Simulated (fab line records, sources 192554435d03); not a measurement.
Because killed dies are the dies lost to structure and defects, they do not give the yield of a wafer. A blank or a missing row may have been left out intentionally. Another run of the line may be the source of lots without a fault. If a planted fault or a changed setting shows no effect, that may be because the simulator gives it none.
A lot that was struck, set against a sound lot | flow n5-finfet | 36 steps out of a route of 1938
Sound: these wafers, L683.4, L683.5, L683.6. Wafers L667.3, L667.5, L667.6 were the ones struck. The cause is named last.
For every step that has rows: the tool of each side, followed by ch and its chambers, followed by its first start. Under that, the readings that differ: sound wafers | struck wafers | difference of the means | sigmas: that difference in standard deviations of wafers without a fault.
alike: a reading whose means differ by less than 2 such deviations, as well as words and numbers matching on both sides. not compared: withheld readings; readings where some wafer has no value; bounds like >300 that might hide an equal value; numbers whose values overlap and for which the record gives no deviation.
The two part at a step that has a row with sigmas, a row that says differs or no value, or rows on one side only. Numbers that don't overlap but have no deviation are shown without sigmas and don't part them. A reading that every wafer of one side lacks parts them only if that side has two wafers or more.

first, 8 steps without rows for these wafers: N5_BEOL_M4_SPUTTER_96 (material Cu, target thk 4.5 nm, time 8.29 s); N5_BEOL_M4_ECD_50 (material Cu, target thk 300 nm); N5_BEOL_M4_ANNEAL_51 (time 90 s); N5_BEOL_M4_CMP_52 (polishes, stops on SiOC, t overpolish 6.8 s, target thk 40 nm); N5_BEOL_M4_PRE_CLEAN_60 (time 15 s); N5_BEOL_M4_CO_CAP_55 (material Co, precursor CCTBA/H2, target thk 2 nm, time 102.1 s); N5_BEOL_M4_PRE_CLEAN_56 (time 15 s); N5_BEOL_M4_DEP_57 (deposits SiCN from 3MS/NH3, target thk 8 nm, time 14 s).
N5_BEOL_M5_ILD_DEP_00: deposits SiCOH lowk from DEMS/porogen, target thk 140.64 nm, time 25.9 s.
  sound on pecvd-03 ch 0,1,2, day 13 16:37; struck on pecvd-03 ch 0,1,2, day 9 05:17
  reading                                            | sound                | struck               | difference | sigmas
  susceptor-temp-C (C)                               | 300.16 299.96 299.79 | 319.14 319.35 319.35 | +19.31     | +99 or more
  model.SiCOH_lowk_of_BEOL_M5_ILD_DEP_00.thk-nm (nm) | 142.4 141 142        | 124.2 129.4 127.2    | -14.9      |
  alike: heater-power-w, showerhead-plenum-p-Torr, throttle-valve-pct
then, 1 step without rows for these wafers: N5_BEOL_M5_CURE_79 (cures SiCOH lowk, time 240 s).
N5_BEOL_M5_THK_MEAS_01:
  sound: film-metro-01 at day 13 17:10; struck: film-metro-01 at day 9 05:52
  reading         | sound             | struck            | difference | sigmas
  M5_ILD_THK (nm) | 122.5 121.4 122.3 | 106.7 111.2 109.4 | -13.0      | -8
then, 23 steps without rows for these wafers: N5_BEOL_M5_PECVD_70 (deposits SiO2 from TEOS/O2, target thk 16 nm, time 18 s); N5_BEOL_M5_HM_DEP_02 (deposits TiN, target thk 20 nm); N5_BEOL_M5_COAT_59 (time 60 s, resist thk 60 nm); N5_BEOL_M5_COAT_60 (time 60 s, resist thk 12 nm); N5_BEOL_M5_COAT_71 (time 60 s, resist thk 5 nm); N5_BEOL_M5_COAT_05 (resist thk 30 nm); N5_BEOL_M5_EBR_07; N5_BEOL_M5_SOFTBAKE_06 (time 60 s); N5_BEOL_M5_EXPOSE_08 (exposes mask M5, target cd 28 nm); N5_BEOL_M5_PEB_09 (peb time 60 s); N5_BEOL_M5_DEVELOP_10 (develop time 30 s); N5_BEOL_M5_DESCUM_16 (chemistry O2, time 7 s); N5_BEOL_M5_ETCH_72 (etches underlayer in N2/H2, target depth 6.5 nm, time 5.2 s); N5_BEOL_M5_ETCH_61 (etches SiARC in CF4, target depth 15.6 nm, time 26 s); N5_BEOL_M5_ETCH_62 (etches SOC in N2/H2, target depth 75 nm, overetch 15 nm, time 112.5 s); N5_BEOL_M5_STRIP_63 (strips in N2/H2); N5_BEOL_M5_STRIP_73 (strips in N2/H2); N5_BEOL_M5_STRIP_64 (strips in CF4); N5_BEOL_M5_HM_OPEN_17 (chemistry Cl2/BCl3, target TiN, target depth 20 nm, overetch 6 nm); N5_BEOL_M5_STRIP_19 (strips in O2); N5_BEOL_M5_COAT_65 (time 60 s, resist thk 60 nm); N5_BEOL_M5_COAT_66 (time 60 s, resist thk 12 nm); N5_BEOL_M5_COAT_74 (time 60 s, resist thk 5 nm).
N5_BEOL_M5_CMP_52: polishes, stops on SiCOH lowk, t overpolish 6.9 s, target thk 62 nm.
  sound on cmp-02 ch 0,1, day 14 02:34; struck on cmp-02 ch 0,1,3, day 9 16:22
  reading                                            | sound             | struck            | difference | sigmas
  model.SiCOH_lowk_of_BEOL_M5_ILD_DEP_00.thk-nm (nm) | 119.6 118.4 119.2 | 103.6 108.2 106.4 | -13.0      |
  alike: motor-current-A
N5_PASSIVATION_PROBE_49:
  rows exist in the record for the sound wafers here (prober-01, day 18 04:43), none for the struck ones

## WHERE THEY PART
First at N5_BEOL_M5_ILD_DEP_00; last, within this record, at N5_PASSIVATION_PROBE_49.

WHY: the cause the simulator had injected
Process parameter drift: pecvd-03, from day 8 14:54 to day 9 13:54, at N5_BEOL_M5_ILD_DEP_00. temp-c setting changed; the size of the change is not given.
